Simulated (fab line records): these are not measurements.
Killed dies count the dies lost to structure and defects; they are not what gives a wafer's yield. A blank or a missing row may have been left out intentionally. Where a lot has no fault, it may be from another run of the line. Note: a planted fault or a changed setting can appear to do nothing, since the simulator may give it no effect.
Matching of chambers || flow nandHarc || rieDiel-11 running NHARC_A_CONTACT_ETCH_90: 4 sister chambers
The step etches the open film in CH3F/O2, target depth 40 nm, time 85.7 s. 4 wafers are shown with their chamber, then 12 later ones without.

== EACH WAFER AND ITS CHAMBER ==
{"wafer": "L093.1", "chamber": 3, "showerheadPlenumPTorr (Torr)": 2.61}
{"wafer": "L092.3", "chamber": 1, "showerheadPlenumPTorr (Torr)": 2.54}
{"wafer": "L092.4", "chamber": 0, "showerheadPlenumPTorr (Torr)": 2.31}
{"wafer": "L092.6", "chamber": 2, "showerheadPlenumPTorr (Torr)": 2.54}

== WAFERS WHOSE CHAMBER IS MISSING ==
{"wafer": "L092.1", "showerheadPlenumPTorr (Torr)": 2.61}
{"wafer": "L092.2", "showerheadPlenumPTorr (Torr)": 2.54}
{"wafer": "L092.5", "showerheadPlenumPTorr (Torr)": 2.54}
{"wafer": "L094.2", "showerheadPlenumPTorr (Torr)": 2.60}
{"wafer": "L094.3", "showerheadPlenumPTorr (Torr)": 2.54}
{"wafer": "L094.4", "showerheadPlenumPTorr (Torr)": 2.54}
{"wafer": "L095.3", "showerheadPlenumPTorr (Torr)": 2.60}
{"wafer": "L095.4", "showerheadPlenumPTorr (Torr)": 2.54}
{"wafer": "L095.6", "showerheadPlenumPTorr (Torr)": 2.60}
{"wafer": "L097.3", "showerheadPlenumPTorr (Torr)": 2.54}
{"wafer": "L097.5", "showerheadPlenumPTorr (Torr)": 2.54}
{"wafer": "L097.6", "showerheadPlenumPTorr (Torr)": 2.60}

== THE CHAMBER EACH PASSED THROUGH ==
{"wafer": "L092.1", "from the rows above": 3, "in truth": 3}
{"wafer": "L092.2", "from the rows above": "can't be placed: 1 or 2", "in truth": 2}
{"wafer": "L092.5", "from the rows above": "can't be placed: 1 or 2", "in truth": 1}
{"wafer": "L094.2", "from the rows above": 3, "in truth": 3}
{"wafer": "L094.3", "from the rows above": "can't be placed: 1 or 2", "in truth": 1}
{"wafer": "L094.4", "from the rows above": "can't be placed: 1 or 2", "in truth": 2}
{"wafer": "L095.3", "from the rows above": 3, "in truth": 3}
{"wafer": "L095.4", "from the rows above": "can't be placed: 1 or 2", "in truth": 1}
{"wafer": "L095.6", "from the rows above": 3, "in truth": 3}
{"wafer": "L097.3", "from the rows above": "can't be placed: 1 or 2", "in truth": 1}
{"wafer": "L097.5", "from the rows above": "can't be placed: 1 or 2", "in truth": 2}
{"wafer": "L097.6", "from the rows above": 3, "in truth": 3}
5 of 12 placed correctly. These rows do not allow placing 7 (true chamber among the candidates in 7). Placed wrongly: 0.
How it was worked out, from the rows above alone: a wafer's distance from a chamber is the root of the sum, over the readings, of the square of ((its reading less the chamber's mean) divided by the reading's scatter). The wafer belongs to the nearest chamber; if the next one is less than 2 further off, it can't be placed. A chamber's mean is the mean of its shown wafers. The scatter: with one shown wafer a chamber, the root of the mean of the squares of how far each hidden wafer lies from its nearest shown one.
